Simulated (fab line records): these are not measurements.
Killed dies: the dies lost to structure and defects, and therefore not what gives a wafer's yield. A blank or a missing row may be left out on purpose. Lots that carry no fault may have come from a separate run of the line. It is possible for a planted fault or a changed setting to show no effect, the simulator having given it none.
Chamber matching / flow n5 finfet / rie diel-03 running N5_BEOL_M7_STRIP_67: 4 sister chambers
The step strips in CF4. 4 wafers are shown with their chamber, then 10 later ones without.

## WAFERS PAIRED WITH THEIR CHAMBERS
wafer=L086.5; chamber=0; oes product au (a.u.)=0.78
wafer=L087.6; chamber=2; oes product au (a.u.)=0.89
wafer=L089.1; chamber=3; oes product au (a.u.)=0.69
wafer=L089.3; chamber=1; oes product au (a.u.)=0.78

## WAFERS WITHOUT THEIR CHAMBER
wafer=L089.6; oes product au (a.u.)=0.77
wafer=L090.1; oes product au (a.u.)=0.78
wafer=L090.3; oes product au (a.u.)=0.67
wafer=L090.5; oes product au (a.u.)=0.87
wafer=L092.1; oes product au (a.u.)=0.77
wafer=L092.2; oes product au (a.u.)=0.88
wafer=L092.3; oes product au (a.u.)=0.68
wafer=L097.3; oes product au (a.u.)=0.76
wafer=L097.4; oes product au (a.u.)=0.76
wafer=L097.5; oes product au (a.u.)=0.86

## CHAMBER TAKEN BY EACH
wafer=L089.6; from the rows above=can't be placed: 0 or 1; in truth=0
wafer=L090.1; from the rows above=can't be placed: 0 or 1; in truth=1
wafer=L090.3; from the rows above=3; in truth=3
wafer=L090.5; from the rows above=2; in truth=2
wafer=L092.1; from the rows above=can't be placed: 0 or 1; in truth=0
wafer=L092.2; from the rows above=2; in truth=2
wafer=L092.3; from the rows above=3; in truth=3
wafer=L097.3; from the rows above=can't be placed: 0 or 1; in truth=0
wafer=L097.4; from the rows above=can't be placed: 0 or 1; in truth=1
wafer=L097.5; from the rows above=2; in truth=2
Correctly placed: 5 of 10. From these rows, 5 cannot be placed; in 5 the true chamber is one of the candidates. 0 placed wrongly.
How it was worked out, from the rows above alone: a wafer's distance from a chamber is the root of the sum, over the readings, of the square of ((its reading less the chamber's mean) divided by the reading's scatter). If the next closest chamber is less than 2 further off than the closest, the wafer can't be placed; otherwise it belongs to the closest. Each chamber's mean is taken over the wafers shown for it. The scatter: root of mean squared gap, hidden wafer to nearest shown wafer, with one shown wafer a chamber.
